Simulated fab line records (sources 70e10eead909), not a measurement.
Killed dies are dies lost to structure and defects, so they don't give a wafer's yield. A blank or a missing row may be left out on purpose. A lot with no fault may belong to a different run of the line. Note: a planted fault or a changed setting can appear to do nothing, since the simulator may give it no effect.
Chamber matching -- flow nandHarc -- rieDiel-08 running NHARC_A_STAIRCASE_ETCH_169: 4 sister chambers
The step etches the open film in CH3F/O2, target depth 50 nm, time 107.1 s. 22 wafers are shown with their chamber, then 11 later ones without.

== WAFERS PAIRED WITH THEIR CHAMBERS ==
wafer,chamber,showerheadPlenumPTorr (Torr),drypumpMotorCurrentA (A),rfVppV (V)
L079.3,2,2.48,5.5,244.9
L079.4,3,2.63,6.2,247.3
L079.5,3,2.63,6.2,247.1
L080.3,0,2.65,4.9,247.3
L080.5,2,2.48,5.5,243.7
L080.6,1,2.40,6.5,243.8
L081.1,2,2.48,5.5,244.2
L081.3,1,2.40,6.5,244.0
L081.4,0,2.65,4.8,246.1
L083.1,3,2.62,6.3,245.4
L083.5,2,2.48,5.5,243.5
L083.6,1,2.39,6.4,243.7
L084.1,2,2.47,5.6,244.0
L084.3,3,2.62,6.3,247.4
L084.6,1,2.39,6.5,243.0
L088.1,0,2.64,4.8,247.4
L088.4,2,2.47,5.5,244.4
L088.5,0,2.64,4.9,247.7
L091.1,3,2.62,6.3,247.0
L091.5,3,2.62,6.3,246.5
L091.6,2,2.47,5.5,245.1
L089.3,0,2.64,4.9,246.9

SIGNATURES (averages over the wafers above)
reading,chamber 0,chamber 1,chamber 2,chamber 3,scatter within a chamber
showerheadPlenumPTorr,2.6440,2.3950,2.4757,2.6233,0.0054
drypumpMotorCurrentA,4.860,6.475,5.514,6.267,0.048
rfVppV,247.080,243.625,244.257,246.783,0.623
Rule: for each reading, subtract the chamber's mean from the wafer's reading, divide by that reading's scatter and square the result; add these up over the readings and take the root, which gives the wafer's distance from the chamber. The wafer belongs to the nearest chamber; if the next one is less than 2 further off, it can't be placed. The scatter: take each reading less its chamber's mean, square it, sum over the shown wafers, divide by the number of wafers less the number of chambers, and take the root.

== WAFERS WITH NO CHAMBER GIVEN ==
wafer,showerheadPlenumPTorr (Torr),drypumpMotorCurrentA (A),rfVppV (V)
L089.5,2.39,6.5,244.5
L089.6,2.64,4.8,246.5
L090.1,2.47,5.5,245.3
L090.2,2.39,6.5,243.3
L090.3,2.62,6.3,248.0
L093.2,2.63,4.9,246.7
L093.4,2.61,6.3,247.6
L093.6,2.46,5.5,243.5
L097.1,2.46,5.6,243.1
L097.2,2.63,4.8,245.1
L097.5,2.38,6.5,243.8

== WHICH CHAMBER EACH WENT THROUGH ==
wafer,from the rows above,in truth
L089.5,1,1
L089.6,0,0
L090.1,2,2
L090.2,1,1
L090.3,3,3
L093.2,0,0
L093.4,3,3
L093.6,2,2
L097.1,2,2
L097.2,0,0
L097.5,1,1
Placed correctly: 11 of 11. Left unplaced by these rows: 0. Wrongly placed: 0.
